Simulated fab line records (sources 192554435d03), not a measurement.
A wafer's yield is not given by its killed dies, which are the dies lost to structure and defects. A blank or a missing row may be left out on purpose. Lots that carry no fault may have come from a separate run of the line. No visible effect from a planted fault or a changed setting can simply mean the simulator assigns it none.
Split-lot study    flow n5_finfet    route with 1938 steps; 7 lots, 21 wafers read

== THE SPLIT ITSELF ==
At N5_BEOL_M1_COAT_76 (time 60 s, resist thk 5 nm), the setting spin_rpm was moved away from the recipe's 1500 rpm on 7 of the 21 wafers read, by -7.5% to +10.9%. This setting was run at the recipe's value on the other wafers.

== FROM THE SPLIT TO THE READING: what the file shows between them, 3 steps ==
- N5_BEOL_M1_COAT_22: resist thk 30 nm
- N5_BEOL_M1_EBR_24
- N5_BEOL_M1_DESCUM_33: chemistry O2, time 7 s

== THE READING ==
etch.depth_nm (the simulator's own value, which no gauge read), in nm, at N5_BEOL_M1_ETCH_77 (etches underlayer in N2/H2, target depth 6.5 nm, time 5.2 s). The file does not state a usual value for it. Here, 14 wafers ran the recipe; their average is 4.998 nm with a standard deviation of 0.017 nm.

wafer   tool, chamber at the split  spin_rpm as run, rpm  against the recipe  etch.depth_nm, nm  against lot-mates on the recipe
L074.2  litho_track-05, 0           1500                  recipe              4.982              -
L074.5  litho_track-05, 0           1388                  -7.5%               5.188              +0.206
L074.6  litho_track-05, 0           1500                  recipe              4.981              -
L075.1  litho_track-03, 0           1395                  -7.0%               5.189              +0.171
L075.3  litho_track-03, 0           1500                  recipe              5.018              -
L075.5  litho_track-03, 0           1395                  -7.0%               5.206              +0.188
L078.3  litho_track-03, 0           1500                  recipe              5.005              -
L078.5  litho_track-03, 0           1500                  recipe              5.013              -
L078.6  litho_track-03, 0           1500                  recipe              5.013              -
L080.2  litho_track-04, 0           1500                  recipe              4.992              -
L080.4  litho_track-04, 0           1500                  recipe              4.98               -
L080.5  litho_track-04, 0           1500                  recipe              4.98               -
L084.1  litho_track-05, 0           1663                  +10.9%              4.742              -0.238
L084.2  litho_track-05, 0           1500                  recipe              4.98               -
L084.3  litho_track-05, 0           1500                  recipe              4.98               -
L086.1  litho_track-03, 0           1500                  recipe              5.007              -
L086.2  litho_track-03, 0           1500                  recipe              5.028              -
L086.4  litho_track-03, 0           1642                  +9.5%               4.8                -0.218
L092.1  litho_track-05, 0           1547                  +3.1%               4.928              -0.084
L092.3  litho_track-05, 0           1547                  +3.1%               4.932              -0.080
L092.4  litho_track-05, 0           1500                  recipe              5.012              -

THE FIT
A straight line over all 21 wafers: etch.depth_nm changes by -0.0245 nm for each +1% of spin_rpm; r = -0.99; the points scatter about the line by 0.018 nm.
The same after taking each lot's own level away (the mean of its wafers on the recipe; 21 wafers): -0.0242 nm for each +1%; r = -1.00; scatter 0.01 nm.
That fit puts the effect of the largest move of spin_rpm on the reading at 0.26 nm.
Measured against the standard deviation above, the lots' own levels, which go from 4.9800 to 5.0180 nm, span 2.3 times it.
Hence the lot-to-lot level has little effect on the slope; both slopes agree.
Check: with one of the wafers moved furthest among these (+10.9%) left out of the fit, the line predicts -0.271 nm for it against its lot-mates. Against them it came out at -0.238 nm.

== FURTHER SPLITS ON THESE WAFERS ==
Before the reading, these wafers also passed through other splits. Each is held against what the fit with the lots' levels taken away leaves over:
other split on the same wafers             wafers away from the commonest value  r with etch.depth_nm (lot level and that fit taken away)
N5_SD_EPI_N_PEB_07 peb_time_s              7                                     -0.39
N5_SDB_COAT_05 spin_rpm                    6                                     +0.01
N5_HKMG_FIN_COAT_06 spin_rpm               9                                     +0.21
N5_HKMG_FIN_DEVELOP_11 develop_time_s      4                                     +0.40
N5_GATE_CUT_ALD_22 ald_cycles              4                                     +0.39
N5_MOL_CONTACT_COAG_EXPOSE_81 dose_mj      10                                    -0.08
N5_BEOL_M0_SAQP_COAT_08 spin_rpm           9                                     +0.15
N5_BEOL_M0_SAQP_DEVELOP_13 develop_time_s  6                                     +0.22
N5_BEOL_M1_ETCH_64 source_w                5                                     -0.05

== THE FILE'S OWN FIT ==
etch.depth_nm changes by -0.0239 nm for each +1% of spin_rpm, r = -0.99.
